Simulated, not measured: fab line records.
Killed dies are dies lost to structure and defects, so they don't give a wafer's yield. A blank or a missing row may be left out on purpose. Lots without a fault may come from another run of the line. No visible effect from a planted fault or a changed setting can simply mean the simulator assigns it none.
Chamber matching / flow nand_harc / cmp-04 running NHARC_P_CONTACT_CMP_24: 4 sister chambers
The step polishes, t overpolish 30 s, target thk 200 nm. 4 wafers are shown with their chamber, then 6 later ones without.

== WAFERS PAIRED WITH THEIR CHAMBERS ==
wafer=L086.1; chamber=1; motor_current_A (A)=10.0
wafer=L086.3; chamber=2; motor_current_A (A)=11.2
wafer=L088.3; chamber=3; motor_current_A (A)=12.4
wafer=L091.1; chamber=0; motor_current_A (A)=11.0

== WAFERS WITH NO CHAMBER GIVEN ==
wafer=L091.3; motor_current_A (A)=9.7
wafer=L091.4; motor_current_A (A)=12.8
wafer=L094.2; motor_current_A (A)=12.0
wafer=L094.3; motor_current_A (A)=10.6
wafer=L094.4; motor_current_A (A)=9.7
wafer=L096.1; motor_current_A (A)=12.0

== WHICH CHAMBER EACH ONE RAN IN ==
wafer=L091.3; from the rows above=1; in truth=1
wafer=L091.4; from the rows above=3; in truth=3
wafer=L094.2; from the rows above=can't be placed: 3 or 2 or 0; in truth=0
wafer=L094.3; from the rows above=can't be placed: 0 or 1 or 2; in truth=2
wafer=L094.4; from the rows above=1; in truth=1
wafer=L096.1; from the rows above=can't be placed: 3 or 2 or 0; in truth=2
Correct placement for 3 of the 6. From these rows, 3 cannot be placed; in 3 the true chamber is one of the candidates. Placed wrongly: 0.
How it was worked out, from the rows above alone: a wafer's distance from a chamber is the root of the sum, over the readings, of the square of ((its reading less the chamber's mean) divided by the reading's scatter). The wafer belongs to the nearest chamber; if the next one is less than 2 further off, it can't be placed. For every chamber, the mean is computed from those of its wafers that are shown. The scatter: with one shown wafer a chamber, the root of the mean of the squares of how far each hidden wafer lies from its nearest shown one.
